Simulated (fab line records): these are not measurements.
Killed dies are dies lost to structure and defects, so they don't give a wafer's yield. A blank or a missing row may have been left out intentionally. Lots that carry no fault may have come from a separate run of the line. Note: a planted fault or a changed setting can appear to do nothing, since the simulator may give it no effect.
Struck lot and sound lot, side by side | flow nandHarc | 14 steps out of a route of 1302
Sound: the wafers L603.3, L603.4, L603.6. Struck: wafer L615.1. (L615.3, L615.5 of the same lot were not struck and are left out.) The cause comes at the end.
Per side, at each step with rows, come the tool, then ch with its chambers, and then its first start. Under that, the readings that differ: sound wafers | struck wafers | difference of the means | sigmas: that difference in standard deviations of wafers without a fault.
alike: readings with means less than 2 such deviations apart, plus words and numbers identical on both sides. not compared: withheld readings, readings lacking a value on some wafer, bounds such as >300 that could conceal the same value, and numbers that have no deviation in the record and whose values overlap.
Wherever a step has rows on one side only, a row that says differs or no value, or a row with sigmas, the two part there. Numbers that don't overlap but have no deviation are shown without sigmas and don't part them. A reading missing from all wafers of one side parts the sides only when that side holds two or more wafers.

first, 1 step without rows for these wafers: NHARC_A_ONON_D1_DEP_00 (target thk 1000 nm).
NHARC_A_ONON_D1_THK_MEAS_02: measures by ellipsometry.
  sound on filmMetro-02 at day 8 23:47; struck on filmMetro-01 at day 14 00:17
reading    | sound       | struck | difference | sigmas
thkNm (nm) | 975 975 974 | 1003   | +28        | +3
then NHARC_A_ONON_D1_DEP_03 (target thk 1000 nm), 1 step lacking rows for these wafers.
NHARC_A_ONON_D1_THK_MEAS_05: measures by ellipsometry.
  sound on filmMetro-02 at day 9 00:22; struck on filmMetro-01 at day 14 00:51
  alike: thkNm
then NHARC_A_ONON_D1_DEP_06 (target thk 1000 nm), 1 step lacking rows for these wafers.
NHARC_A_ONON_D1_THK_MEAS_08: measures by ellipsometry.
  sound on filmMetro-02 at day 9 00:56; struck on filmMetro-01 at day 14 01:26
  alike: thkNm
then NHARC_A_ONON_D1_DEP_09 (target thk 1000 nm), 1 step lacking rows for these wafers.
NHARC_A_ONON_D1_THK_MEAS_11: measures by ellipsometry.
  sound on filmMetro-02 at day 9 01:30; struck on filmMetro-02 at day 14 02:01
  alike: thkNm
then NHARC_A_ONON_D1_DEP_12 (target thk 1000 nm), 1 step lacking rows for these wafers.
NHARC_A_ONON_D1_THK_MEAS_14: measures by ellipsometry.
  sound on filmMetro-02 at day 9 02:04; struck on filmMetro-02 at day 14 02:35
reading    | sound       | struck | difference | sigmas
thkNm (nm) | 998 997 999 | 1022   | +24        | +2
then, 1 step without rows for these wafers: NHARC_A_ONON_D1_ANNEAL_15 (time 3600 s).
NHARC_A_ONON_D1_DEP_16: target thk 1000 nm.
  sound on pecvdOnon-04 ch 0, day 9 09:15; struck on pecvdOnon-03 ch 0, day 14 10:13
NHARC_A_ONON_D1_THK_MEAS_18: measures by ellipsometry.
  sound on filmMetro-02 at day 9 09:38; struck on filmMetro-01 at day 14 10:43
reading    | sound          | struck | difference | sigmas
thkNm (nm) | 1005 1003 1007 | 1306   | +301       | +44
then NHARC_A_ONON_D1_DEP_19 (target thk 1000 nm), 1 step lacking rows for these wafers.

== WHERE THEY PART ==
At NHARC_A_ONON_D1_THK_MEAS_02 first; at NHARC_A_ONON_D1_THK_MEAS_18 last (within this record only).

WHY: what the simulator had put in
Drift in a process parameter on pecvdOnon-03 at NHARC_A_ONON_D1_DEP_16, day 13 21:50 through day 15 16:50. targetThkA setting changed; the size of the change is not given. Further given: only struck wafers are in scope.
